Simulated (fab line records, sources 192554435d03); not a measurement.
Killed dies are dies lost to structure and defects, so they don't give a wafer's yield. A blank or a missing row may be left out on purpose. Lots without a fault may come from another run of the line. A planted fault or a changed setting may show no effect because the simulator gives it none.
Split-lot experiment | flow n5_finfet | 7 lots, 39 wafers read, on a route of 1938 steps

THE SPLIT
At N5_BEOL_M0_SAQP_SPACER2_ALD_26 (deposits SiO2, target thk 15 nm, pulse time 1 s, purge time 2 s), the setting target_thk_a was moved away from the recipe's 150 angstrom on 12 of the 39 wafers read, by -25.8% to +57.3%. The other wafers ran this setting at the recipe's value.

FROM THE SPLIT TO THE READING: what the file shows between them, 2 steps
- N5_BEOL_M0_SAQP_SPACER2_ETCHBACK_27: etches SiO2 in CHF3/O2, target depth 22.5 nm, time 11.25 s
- N5_BEOL_M0_SAQP_MANDREL2_REMOVE_110: chemistry HBr/Cl2/O2, target a-Si, stops on SiCN, bt time 10 s

THE READING
cd_nm, in nm, at N5_BEOL_M0_SAQP_CD_MEAS_29 (target cd 14.4 nm). Fault-free wafers of this fab line usually give 14.97 nm, standard deviation 0.22 nm.

wafer  | tool, chamber at the split | target_thk_a as run, angstrom | against the recipe | cd_nm, nm | against lot-mates on the recipe
L075.1 | ald_sin-03, 2,0,1          | 150                           | recipe             | 14.97     | -
L075.3 | ald_sin-03, 2,0,1          | 150                           | recipe             | 14.87     | -
L075.4 | ald_sin-03, 2,0,1          | 150                           | recipe             | 15.27     | -
L080.1 | ald_sin-03, 1,0            | 111.3                         | -25.8%             | 10.95     | -4.02
L080.2 | ald_sin-03, 0,3,3          | 150                           | recipe             | 15.17     | -
L080.3 | ald_sin-03, 0,3,3          | 150                           | recipe             | 14.89     | -
L080.4 | ald_sin-03, 2              | 111.3                         | -25.8%             | 11.21     | -3.76
L080.5 | ald_sin-03, 0,3,3          | 150                           | recipe             | 14.84     | -
L080.6 | ald_sin-03, 1,0            | 111.3                         | -25.8%             | 11.29     | -3.68
L086.1 | ald_sin-03, 2,0,3          | 150                           | recipe             | 14.80     | -
L086.2 | ald_sin-03, 1              | 235.4                         | +56.9%             | 23.81     | +9.06
L086.3 | ald_sin-03, 2,0,3          | 150                           | recipe             | 14.44     | -
L086.4 | ald_sin-03, 3,0            | 235.4                         | +56.9%             | 23.34     | +8.59
L086.5 | ald_sin-03, 2,0,3          | 150                           | recipe             | 15.00     | -
L086.6 | ald_sin-03, 3,0            | 235.4                         | +56.9%             | 23.76     | +9.01
L087.1 | ald_sin-03, 1,2,0,2,3      | 150                           | recipe             | 14.91     | -
L087.2 | ald_sin-03, 1,2,0,2,3      | 150                           | recipe             | 14.97     | -
L087.3 | ald_sin-03, 1,2,0,2,3      | 150                           | recipe             | 15.12     | -
L087.4 | ald_sin-03, 3              | 150                           | recipe             | 14.75     | -
L087.5 | ald_sin-03, 1,2,0,2,3      | 150                           | recipe             | 15.08     | -
L087.6 | ald_sin-03, 1,2,0,2,3      | 150                           | recipe             | 15.06     | -
L089.1 | ald_sin-01, 2,1,2          | 150                           | recipe             | 15.00     | -
L089.2 | ald_sin-01, 3,0,1          | 235.9                         | +57.3%             | 23.80     | +8.79
L089.3 | ald_sin-01, 3,0,1          | 235.9                         | +57.3%             | 23.41     | +8.40
L089.4 | ald_sin-01, 3,0,1          | 235.9                         | +57.3%             | 23.63     | +8.62
L089.5 | ald_sin-01, 2,1,2          | 150                           | recipe             | 14.98     | -
L089.6 | ald_sin-01, 2,1,2          | 150                           | recipe             | 15.04     | -
L090.1 | ald_sin-01, 3,2,2          | 150                           | recipe             | 14.94     | -
L090.2 | ald_sin-01, 1,0,1          | 176                           | +17.3%             | 17.32     | +2.25
L090.3 | ald_sin-01, 1,0,1          | 176                           | +17.3%             | 17.78     | +2.71
L090.4 | ald_sin-01, 3,2,2          | 150                           | recipe             | 15.24     | -
L090.5 | ald_sin-01, 1,0,1          | 176                           | +17.3%             | 17.11     | +2.04
L090.6 | ald_sin-01, 3,2,2          | 150                           | recipe             | 15.02     | -
L092.1 | ald_sin-01, 2,3,1,2,1,3    | 150                           | recipe             | 14.92     | -
L092.2 | ald_sin-01, 2,3,1,2,1,3    | 150                           | recipe             | 15.17     | -
L092.3 | ald_sin-01, 2,3,1,2,1,3    | 150                           | recipe             | 15.14     | -
L092.4 | ald_sin-01, 2,3,1,2,1,3    | 150                           | recipe             | 14.83     | -
L092.5 | ald_sin-01, 2,3,1,2,1,3    | 150                           | recipe             | 15.02     | -
L092.6 | ald_sin-01, 2,3,1,2,1,3    | 150                           | recipe             | 14.86     | -
Where a row lists several chambers, the file gives one row for several wafers and doesn't say which wafer went through which chamber.

THE FIT
A straight line over all 39 wafers: cd_nm changes by +0.151 nm for each +1% of target_thk_a; r = +1.00; the points scatter about the line by 0.19 nm.
The same after taking each lot's own level away (the mean of its wafers on the recipe; 39 wafers): +0.152 nm for each +1%; r = +1.00; scatter 0.21 nm.
On that fit, the largest move of target_thk_a shifts the reading by 8.7 nm.
The lots' own levels span 14.747 to 15.067 nm, that is 1.5 times the standard deviation above.
So the lot-to-lot level changes the slope little: the two slopes agree.
Check: with one of the wafers moved furthest among these (+57.3%) left out of the fit, the line predicts +8.69 nm for it against its lot-mates. It came out at +8.79 nm against them.

OTHER SPLITS ON THESE WAFERS
These wafers also went through other splits before the reading. Each is held against what the fit with the lots' levels taken away leaves over:
other split on the same wafers                 | wafers away from the commonest value | r with cd_nm (lot level and that fit taken away)
N5_PMOS_HMC_CHANNEL_EPI_HM_DEP_34 target_thk_a | 12                                   | +0.05
N5_GATE_CUT_HM_DEP_46 time_s                   | 15                                   | +0.25

THE WHOLE CHAIN: every reading that the file lists as answering this split, in the file's order
step                                | what it does                                                    | reading                                                                                     | change (the file's fit)                                                           | r (the file's)
N5_BEOL_M0_SAQP_SPACER2_ALD_26      | deposits SiO2, target thk 15 nm, pulse time 1 s, purge time 2 s | SiO2_of_BEOL_M0_SAQP_SPACER2_ALD_26.thk_nm (the simulator's own value, which no gauge read) | +0.15 nm for each +1% of the setting                                              | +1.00
N5_BEOL_M0_SAQP_MANDREL2_REMOVE_110 | chemistry HBr/Cl2/O2, target a-Si, stops on SiCN, bt time 10 s  | BEOL_M0_SAQP.cd_nm (the simulator's own value, which no gauge read)                         | +0.149 nm for each +1% of the setting                                             | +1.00
N5_BEOL_M0_SAQP_CD_MEAS_29          | target cd 14.4 nm                                               | cd_nm                                                                                       | +0.152 nm for each +1% of the setting                                             | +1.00
N5_BEOL_M0_HM_OPEN_105              | chemistry Cl2/BCl3, target TiN, target depth 12 nm              | SiO2_of_BEOL_M0_SAQP_SPACER2_ALD_26.thk_nm (the simulator's own value, which no gauge read) | not straight: 0.8 at the lowest setting, 2.696 at the recipe, 11.2 at the highest | not given

THE FILE'S OWN FIT
cd_nm changes by +0.152 nm for each +1% of target_thk_a, r = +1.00.
